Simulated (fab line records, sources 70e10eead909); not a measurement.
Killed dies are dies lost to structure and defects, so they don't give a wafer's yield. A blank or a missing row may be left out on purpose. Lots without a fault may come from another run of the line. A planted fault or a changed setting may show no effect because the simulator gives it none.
Which tool did it? | flow nand_harc | 15 lots, 45 wafers sampled, at 1 step of a route of 1302

WHAT THE GAUGES READ, wafer by wafer
NHARC_A_CONTACT_CD_MEAS_69: target cd 300 nm.
lot  | measured     | on        | cd_nm (nm)
L811 | day 22 01:53 | cd_sem-01 | 298.9 299.9 299.3
L813 | day 22 20:06 | cd_sem-01 | 300.1 299.8 300.4
L815 | day 23 10:28 | cd_sem-01 | 300.1 300.4 300.1
L821 | day 25 18:56 | cd_sem-02 | 300.4 300.6 300.4
L822 | day 26 02:00 | cd_sem-01 | 301.1 300.3 299.9
L819 | day 26 06:59 | cd_sem-02 | 300.0 300.6 300.1
L825 | day 27 07:28 | cd_sem-02 | 299.7 299.7 299.4
L826 | day 27 21:43 | cd_sem-02 | 300.3 301.3 299.9
L827 | day 28 04:01 | cd_sem-03 | 300.4 300.4 300.2
L830 | day 29 04:47 | cd_sem-01 | 299.7 299.4 300.1
L829 | day 29 07:48 | cd_sem-02 | 299.7 300.0 300.0
L831 | day 29 20:19 | cd_sem-02 | 300.3 300.4 300.0
L832 | day 30 21:19 | cd_sem-02 | 299.7 299.9 300.3
L833 | day 31 00:18 | cd_sem-02 | 300.5 300.2 299.8
L834 | day 31 15:15 | cd_sem-02 | 299.9 300.1 299.7

WHICH TOOL RAN EACH LOT (tool, then ch and the chambers of the sampled wafers, then the start)
The record holds no process step before these readings.

WHAT THE TOOLS THEMSELVES READ (means of the sampled wafers that have a number; where no wafer has one, the mark that the record gives instead)
The record holds no such reading with a usual standard deviation.

THE ANSWER, worked out from the rows above alone
Rule: what is usual is taken from the lots themselves. Put in order of their means at a reading, lots are off if they are a third of the lots or fewer, leave a main group of 4 or more, and stand apart from it by a gap of 3 or more times the standard deviation of the main group's means; of several such gaps the widest counts. A main group whose means are all the same, to the digits that the tables above print for the reading, isn't used. A lot without any number at a reading at which 4 lots or more have one is off too. The other lots that the step has rows for count as sound. The gauges are gone through in route order, then the tools' own readings, and for those a lot's mean is taken as printed above. The first step at which some lot is off is used, and at that step the reading that is off furthest; a lot without a number counts as furthest.
No lot is off at any reading shown: from this, nothing can be told.

WHAT THE SIMULATOR HAD PUT IN
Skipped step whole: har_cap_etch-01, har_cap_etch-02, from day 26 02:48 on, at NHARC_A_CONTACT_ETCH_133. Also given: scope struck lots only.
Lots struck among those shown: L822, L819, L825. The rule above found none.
